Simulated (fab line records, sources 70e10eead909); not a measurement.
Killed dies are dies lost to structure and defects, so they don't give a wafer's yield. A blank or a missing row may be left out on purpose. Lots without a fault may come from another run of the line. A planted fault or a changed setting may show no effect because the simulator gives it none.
A struck lot beside a sound one | flow nand_harc | 14 steps out of a route of 1302
Sound: wafers L592.2, L592.4, L592.6. Struck: wafers L580.3, L580.4, L580.5. The cause comes at the end.
At each step with rows: each side's tool, then ch and its chambers, then its first start. Under that, the readings that differ: sound wafers | struck wafers | difference of the means | sigmas: that difference in standard deviations of wafers without a fault.
alike: readings whose means differ by less than 2 such deviations, and words and numbers that are the same on both sides. not compared: withheld readings, readings that some wafer has no value for, bounds like >300 that may hide the same value, and numbers for which the record gives no deviation and whose values overlap.
The two part at a step that has a row with sigmas, a row that says differs or no value, or rows on one side only. Numbers that don't overlap but have no deviation are shown without sigmas and don't part them. A reading that every wafer of one side lacks parts them only if that side has two wafers or more.

first, 1 step without rows for these wafers: NHARC_A_ONON_D2_DEP_19 (target thk 1000 nm).
NHARC_A_ONON_D2_THK_MEAS_21: measures by ellipsometry.
  sound on film_metro-02, day 21 12:16; struck on film_metro-01, day 16 15:11
  alike: thk_nm
then, 1 step without rows for these wafers: NHARC_A_ONON_D2_DEP_22 (target thk 1000 nm).
NHARC_A_ONON_D2_THK_MEAS_24: measures by ellipsometry.
  sound on film_metro-02, day 21 13:08; struck on film_metro-01, day 16 15:46
  alike: thk_nm
then, 1 step without rows for these wafers: NHARC_A_ONON_D2_DEP_25 (target thk 1000 nm).
NHARC_A_ONON_D2_THK_MEAS_27: measures by ellipsometry.
  sound on film_metro-01, day 21 13:42; struck on film_metro-01, day 16 16:20
  alike: thk_nm
then, 1 step without rows for these wafers: NHARC_A_ONON_D2_DEP_28 (target thk 1000 nm).
NHARC_A_ONON_D2_THK_MEAS_30: measures by ellipsometry.
  sound on film_metro-02, day 21 14:16; struck on film_metro-01, day 16 16:54
  alike: thk_nm
NHARC_A_ONON_D2_DEP_33: deposits SiO2, target thk 200 nm.
  sound on pecvd-02 ch 0,2, day 21 14:20; struck on pecvd-02 ch 1,2, day 16 16:58
  alike: heater_power_w, throttle_valve_pct
NHARC_A_ONON_D2_THK_MEAS_34: measures by ellipsometry.
  sound on film_metro-02, day 21 14:44; struck on film_metro-01, day 16 17:23
  alike: thk_nm
NHARC_A_ONON_D2_INSPECT_32:
  sound on defect_inspect-01, day 21 14:48; struck on defect_inspect-02, day 16 17:26
  alike: raw_defect_count
NHARC_A_CHANNEL_HOLE_D2_DEP_00: deposits aC, target thk 3100 nm.
  sound on acl_dep-02 ch 0, day 21 18:34; struck on acl_dep-01 ch 0, day 16 22:14
  alike: throttle_valve_pct
NHARC_A_CHANNEL_HOLE_D2_DEP_01: deposits SiON, target thk 140 nm.
  sound on pecvd-03 ch 0,1,2, day 21 20:13; struck on pecvd-04 ch 0,1, day 16 23:35
  alike: heater_power_w
-- the record jumps here: 11 days lie between the struck wafers' starts before and after (it left off in module A_CHANNEL_HOLE_D2 and takes up again in module END, whose first step shown is number 1302 of the route) --
NHARC_END_SORT_01:
  the record has rows for the struck wafers here (prober-02 ch 0, day 28 06:40) and none for the sound ones

WHERE THEY PART
Only at NHARC_END_SORT_01, within this record.

WHY: what the simulator had put in
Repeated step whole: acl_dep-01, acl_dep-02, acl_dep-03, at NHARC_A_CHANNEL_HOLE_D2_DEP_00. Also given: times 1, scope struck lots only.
